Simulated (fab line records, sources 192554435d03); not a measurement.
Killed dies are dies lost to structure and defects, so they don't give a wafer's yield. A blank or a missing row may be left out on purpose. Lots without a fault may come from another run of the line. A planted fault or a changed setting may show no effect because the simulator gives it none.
Chamber matching | flow n5_finfet | N5_SDB_HM_DEP_00 on pecvd-02: 3 sister chambers
The step deposits SiNx from SiH4/NH3/N2, target thk 40 nm, time 35.3 s. 18 wafers are shown with their chamber, then 9 later ones without.

WAFERS WITH THEIR CHAMBER
wafer  | chamber | throttle_valve_pct (%) | showerhead_plenum_p_Torr (Torr) | rf_fwd_power_W (W)
L074.2 | 2       | 37.2                   | 5.12                            | 298.1
L074.4 | 1       | 39.5                   | 5.08                            | 295.9
L074.5 | 0       | 41.8                   | 5.17                            | 299.3
L080.2 | 2       | 37.6                   | 5.12                            | 297.9
L080.3 | 0       | 42.3                   | 5.17                            | 298.7
L080.6 | 0       | 42.2                   | 5.17                            | 297.8
L081.2 | 2       | 37.4                   | 5.12                            | 298.3
L081.3 | 1       | 39.2                   | 5.08                            | 295.2
L081.4 | 2       | 37.6                   | 5.11                            | 298.4
L085.4 | 0       | 42.3                   | 5.17                            | 298.9
L085.5 | 1       | 39.4                   | 5.09                            | 297.3
L085.6 | 2       | 37.6                   | 5.11                            | 298.7
L086.1 | 1       | 39.5                   | 5.10                            | 296.1
L086.3 | 0       | 42.1                   | 5.18                            | 300.0
L086.4 | 0       | 42.2                   | 5.17                            | 300.3
L087.2 | 0       | 42.1                   | 5.18                            | 299.4
L087.5 | 2       | 38.0                   | 5.12                            | 298.8
L087.6 | 1       | 39.4                   | 5.10                            | 295.6

SIGNATURES (means of the wafers above)
reading                  | chamber 0 | chamber 1 | chamber 2 | scatter within a chamber
throttle_valve_pct       | 42.143    | 39.400    | 37.567    | 0.198
showerhead_plenum_p_Torr | 5.1729    | 5.0900    | 5.1167    | 0.00671
rf_fwd_power_W           | 299.200   | 296.020   | 298.367   | 0.698
Rule: a wafer's distance from a chamber is the root of the sum, over the readings, of the square of ((its reading less the chamber's mean) divided by the reading's scatter). The wafer belongs to the nearest chamber; if the next one is less than 2 further off, it can't be placed. The scatter: the root of (the sum of the squares of (reading less its chamber's mean) over the shown wafers, divided by (wafers less chambers)).

WAFERS WITHOUT THEIR CHAMBER
wafer  | throttle_valve_pct (%) | showerhead_plenum_p_Torr (Torr) | rf_fwd_power_W (W)
L089.1 | 39.4                   | 5.09                            | 297.3
L089.3 | 37.8                   | 5.12                            | 297.9
L089.5 | 42.3                   | 5.18                            | 299.6
L090.3 | 37.9                   | 5.13                            | 297.8
L090.4 | 37.6                   | 5.13                            | 299.0
L090.6 | 39.5                   | 5.09                            | 297.9
L097.2 | 38.4                   | 5.12                            | 298.2
L097.3 | 39.4                   | 5.08                            | 297.4
L097.6 | 38.2                   | 5.13                            | 298.7

WHICH CHAMBER EACH WENT THROUGH
wafer  | from the rows above | in truth
L089.1 | 1                   | 1
L089.3 | 2                   | 2
L089.5 | 0                   | 0
L090.3 | 2                   | 2
L090.4 | 2                   | 2
L090.6 | 1                   | 1
L097.2 | 2                   | 2
L097.3 | 1                   | 1
L097.6 | 2                   | 2
Placed correctly: 9 of 9. Can't be placed from these rows: 0. Placed wrongly: 0.
